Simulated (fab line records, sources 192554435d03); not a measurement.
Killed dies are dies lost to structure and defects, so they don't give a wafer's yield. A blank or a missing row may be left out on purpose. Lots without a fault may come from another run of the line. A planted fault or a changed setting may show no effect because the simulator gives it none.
Chamber matching | flow n5_finfet | N5_BEOL_M1_PRE_CLEAN_60 on cvd_co-02: 3 sister chambers
The step time 15 s. 6 wafers are shown with their chamber, then 12 later ones without.

WAFERS WITH THEIR CHAMBER
wafer  | chamber | heater_power_w (W)
L086.3 | 0       | 105
L088.4 | 0       | 102
L088.5 | 2       | 85
L087.1 | 2       | 86
L087.3 | 1       | 107
L087.6 | 1       | 110

WAFERS WITHOUT THEIR CHAMBER
wafer  | heater_power_w (W)
L090.1 | 85
L090.3 | 108
L090.5 | 103
L091.3 | 85
L091.5 | 88
L091.6 | 103
L096.1 | 105
L096.2 | 106
L096.5 | 84
L097.2 | 104
L097.3 | 109
L097.5 | 106

WHICH CHAMBER EACH WENT THROUGH
wafer  | from the rows above     | in truth
L090.1 | 2                       | 2
L090.3 | 1                       | 1
L090.5 | 0                       | 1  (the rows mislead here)
L091.3 | 2                       | 2
L091.5 | 2                       | 2
L091.6 | 0                       | 0
L096.1 | can't be placed: 0 or 1 | 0
L096.2 | can't be placed: 0 or 1 | 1
L096.5 | 2                       | 2
L097.2 | 0                       | 0
L097.3 | 1                       | 1
L097.5 | can't be placed: 0 or 1 | 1
Placed correctly: 8 of 12. Can't be placed from these rows: 3 (the true chamber is among the candidates in 3). Placed wrongly: 1.
How it was worked out, from the rows above alone: a wafer's distance from a chamber is the root of the sum, over the readings, of the square of ((its reading less the chamber's mean) divided by the reading's scatter). The wafer belongs to the nearest chamber; if the next one is less than 2 further off, it can't be placed. A chamber's mean is the mean of its shown wafers. The scatter: the root of (the sum of the squares of (reading less its chamber's mean) over the shown wafers, divided by (wafers less chambers)).
